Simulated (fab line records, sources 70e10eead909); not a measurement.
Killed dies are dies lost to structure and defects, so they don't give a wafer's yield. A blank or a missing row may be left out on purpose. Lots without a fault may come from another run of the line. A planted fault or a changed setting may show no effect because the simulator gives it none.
Chamber matching | flow nand_harc | NHARC_A_STAIRCASE_DESCUM_219 on rie_diel-07: 4 sister chambers
The step chemistry O2, time 3 s. 4 wafers are shown with their chamber, then 9 later ones without.

WAFERS WITH THEIR CHAMBER
wafer  | chamber | drypump_motor_current_A (A)
L074.5 | 1       | 5.0
L079.4 | 2       | 5.2
L080.5 | 3       | 5.2
L080.6 | 0       | 6.2

WAFERS WITHOUT THEIR CHAMBER
wafer  | drypump_motor_current_A (A)
L083.1 | 5.2
L083.3 | 6.1
L083.4 | 6.2
L090.1 | 5.2
L090.2 | 5.1
L090.4 | 5.2
L095.1 | 5.3
L095.3 | 5.2
L095.4 | 5.0

WHICH CHAMBER EACH WENT THROUGH
wafer  | from the rows above          | in truth
L083.1 | can't be placed: 2 or 3      | 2
L083.3 | 0                            | 0
L083.4 | 0                            | 0
L090.1 | can't be placed: 2 or 3      | 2
L090.2 | can't be placed: 1 or 2 or 3 | 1
L090.4 | can't be placed: 2 or 3      | 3
L095.1 | can't be placed: 2 or 3      | 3
L095.3 | can't be placed: 2 or 3      | 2
L095.4 | 1                            | 1
Placed correctly: 3 of 9. Can't be placed from these rows: 6 (the true chamber is among the candidates in 6). Placed wrongly: 0.
How it was worked out, from the rows above alone: a wafer's distance from a chamber is the root of the sum, over the readings, of the square of ((its reading less the chamber's mean) divided by the reading's scatter). The wafer belongs to the nearest chamber; if the next one is less than 2 further off, it can't be placed. A chamber's mean is the mean of its shown wafers. The scatter: with one shown wafer a chamber, the root of the mean of the squares of how far each hidden wafer lies from its nearest shown one.
